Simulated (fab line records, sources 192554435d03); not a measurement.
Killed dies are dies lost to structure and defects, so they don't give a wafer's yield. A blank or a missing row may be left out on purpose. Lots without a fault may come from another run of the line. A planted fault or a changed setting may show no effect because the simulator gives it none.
Chamber matching | flow n5_finfet | N5_BEOL_M4_ALD_84 on ald_metal-03: 4 sister chambers
The step deposits TaN, pulse time 2 s, purge time 3 s, co reactant purge time 2 s. 8 wafers are shown with their chamber, then 10 later ones without.

WAFERS WITH THEIR CHAMBER
wafer  | chamber | heater_power_w (W) | susceptor_temp_C (C)
L076.4 | 1       | 396                | 275.16
L080.1 | 1       | 399                | 275.03
L081.5 | 2       | 412                | 274.62
L087.3 | 0       | 503                | 275.15
L087.5 | 0       | 502                | 274.80
L087.6 | 3       | 460                | 274.85
L090.1 | 3       | 459                | 275.00
L090.2 | 2       | 398                | 275.03

WAFERS WITHOUT THEIR CHAMBER
wafer  | heater_power_w (W) | susceptor_temp_C (C)
L090.4 | 497                | 275.00
L089.3 | 398                | 275.02
L089.5 | 450                | 275.45
L089.6 | 407                | 275.16
L092.1 | 386                | 275.24
L092.2 | 468                | 274.87
L092.6 | 407                | 274.65
L095.1 | 496                | 274.87
L095.2 | 391                | 274.57
L095.5 | 459                | 274.99

WHICH CHAMBER EACH WENT THROUGH
wafer  | from the rows above     | in truth
L090.4 | 0                       | 0
L089.3 | can't be placed: 1 or 2 | 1
L089.5 | 3                       | 3
L089.6 | can't be placed: 2 or 1 | 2
L092.1 | can't be placed: 1 or 2 | 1
L092.2 | 3                       | 3
L092.6 | can't be placed: 2 or 1 | 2
L095.1 | 0                       | 0
L095.2 | can't be placed: 1 or 2 | 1
L095.5 | 3                       | 3
Placed correctly: 5 of 10. Can't be placed from these rows: 5 (the true chamber is among the candidates in 5). Placed wrongly: 0.
How it was worked out, from the rows above alone: a wafer's distance from a chamber is the root of the sum, over the readings, of the square of ((its reading less the chamber's mean) divided by the reading's scatter). The wafer belongs to the nearest chamber; if the next one is less than 2 further off, it can't be placed. A chamber's mean is the mean of its shown wafers. The scatter: the root of (the sum of the squares of (reading less its chamber's mean) over the shown wafers, divided by (wafers less chambers)).
